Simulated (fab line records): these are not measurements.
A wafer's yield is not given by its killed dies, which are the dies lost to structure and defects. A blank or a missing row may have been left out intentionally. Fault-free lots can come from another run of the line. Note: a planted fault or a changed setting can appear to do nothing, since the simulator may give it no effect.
Chamber matching + flow n5-finfet + rie-diel-06 running N5_BEOL_M7_ETCH_62: 4 sister chambers
The step etches SOC in N2/H2, target depth 110 nm, overetch 22 nm, time 165 s. 22 wafers are shown with their chamber, then 11 later ones without.

== EACH WAFER AND ITS CHAMBER ==
| wafer  | chamber | drypump-motor-current-A (A) | showerhead-plenum-p-Torr (Torr) | throttle-valve-pct (%) |
|--------|---------|-----------------------------|---------------------------------|------------------------|
| L074.1 | 0       | 5.6                         | 2.53                            | 17.95                  |
| L074.3 | 1       | 6.1                         | 2.64                            | 17.81                  |
| L074.5 | 1       | 6.0                         | 2.64                            | 17.83                  |
| L076.1 | 0       | 5.6                         | 2.53                            | 17.95                  |
| L076.2 | 2       | 5.9                         | 2.68                            | 17.99                  |
| L076.3 | 3       | 6.5                         | 2.60                            | 17.70                  |
| L081.1 | 0       | 5.6                         | 2.52                            | 17.97                  |
| L081.3 | 2       | 5.9                         | 2.68                            | 17.98                  |
| L081.6 | 0       | 5.6                         | 2.52                            | 17.95                  |
| L082.1 | 3       | 6.4                         | 2.59                            | 17.73                  |
| L082.3 | 2       | 5.9                         | 2.68                            | 17.99                  |
| L082.6 | 1       | 6.1                         | 2.63                            | 17.85                  |
| L084.1 | 2       | 5.9                         | 2.68                            | 17.98                  |
| L084.5 | 1       | 6.0                         | 2.63                            | 17.84                  |
| L084.6 | 2       | 5.9                         | 2.68                            | 17.98                  |
| L085.1 | 2       | 5.9                         | 2.67                            | 18.02                  |
| L085.4 | 1       | 6.0                         | 2.63                            | 17.85                  |
| L085.6 | 2       | 5.9                         | 2.67                            | 18.03                  |
| L088.1 | 3       | 6.4                         | 2.59                            | 17.74                  |
| L088.2 | 1       | 6.0                         | 2.63                            | 17.87                  |
| L088.4 | 2       | 5.9                         | 2.67                            | 18.01                  |
| L092.1 | 2       | 5.9                         | 2.67                            | 18.04                  |

SIGNATURES (means of the wafers above)
| reading                  | chamber 0 | chamber 1 | chamber 2 | chamber 3 | scatter within a chamber |
|--------------------------|-----------|-----------|-----------|-----------|--------------------------|
| drypump-motor-current-A  | 5.600     | 6.033     | 5.900     | 6.433     | 0.0333                   |
| showerhead-plenum-p-Torr | 2.5250    | 2.6333    | 2.6756    | 2.5933    | 0.00539                  |
| throttle-valve-pct       | 17.9550   | 17.8417   | 18.0022   | 17.7233   | 0.0206                   |
Rule: for each reading, subtract the chamber's mean from the wafer's reading, divide by that reading's scatter and square the result; add these up over the readings and take the root, which gives the wafer's distance from the chamber. The wafer belongs to the nearest chamber; if the next one is less than 2 further off, it can't be placed. How the scatter is found: for the shown wafers, subtract from each reading the mean of its chamber, square and add these, divide the total by (wafers less chambers), then take the root.

== WAFERS WHOSE CHAMBER IS MISSING ==
| wafer  | drypump-motor-current-A (A) | showerhead-plenum-p-Torr (Torr) | throttle-valve-pct (%) |
|--------|-----------------------------|---------------------------------|------------------------|
| L092.2 | 6.0                         | 2.62                            | 17.90                  |
| L092.4 | 6.4                         | 2.58                            | 17.77                  |
| L093.1 | 6.0                         | 2.62                            | 17.89                  |
| L093.4 | 5.9                         | 2.67                            | 18.02                  |
| L093.5 | 6.0                         | 2.62                            | 17.89                  |
| L096.1 | 6.0                         | 2.62                            | 17.89                  |
| L096.5 | 5.9                         | 2.66                            | 18.07                  |
| L096.6 | 6.0                         | 2.62                            | 17.87                  |
| L097.1 | 6.5                         | 2.58                            | 17.77                  |
| L097.2 | 5.9                         | 2.66                            | 18.03                  |
| L097.6 | 6.0                         | 2.62                            | 17.88                  |

== THE CHAMBER EACH PASSED THROUGH ==
| wafer  | from the rows above | in truth |
|--------|---------------------|----------|
| L092.2 | 1                   | 1        |
| L092.4 | 3                   | 3        |
| L093.1 | 1                   | 1        |
| L093.4 | 2                   | 2        |
| L093.5 | 1                   | 1        |
| L096.1 | 1                   | 1        |
| L096.5 | 2                   | 2        |
| L096.6 | 1                   | 1        |
| L097.1 | 3                   | 3        |
| L097.2 | 2                   | 2        |
| L097.6 | 1                   | 1        |
Correct placement for 11 of the 11. Number that these rows cannot place: 0. Placed wrongly: 0.
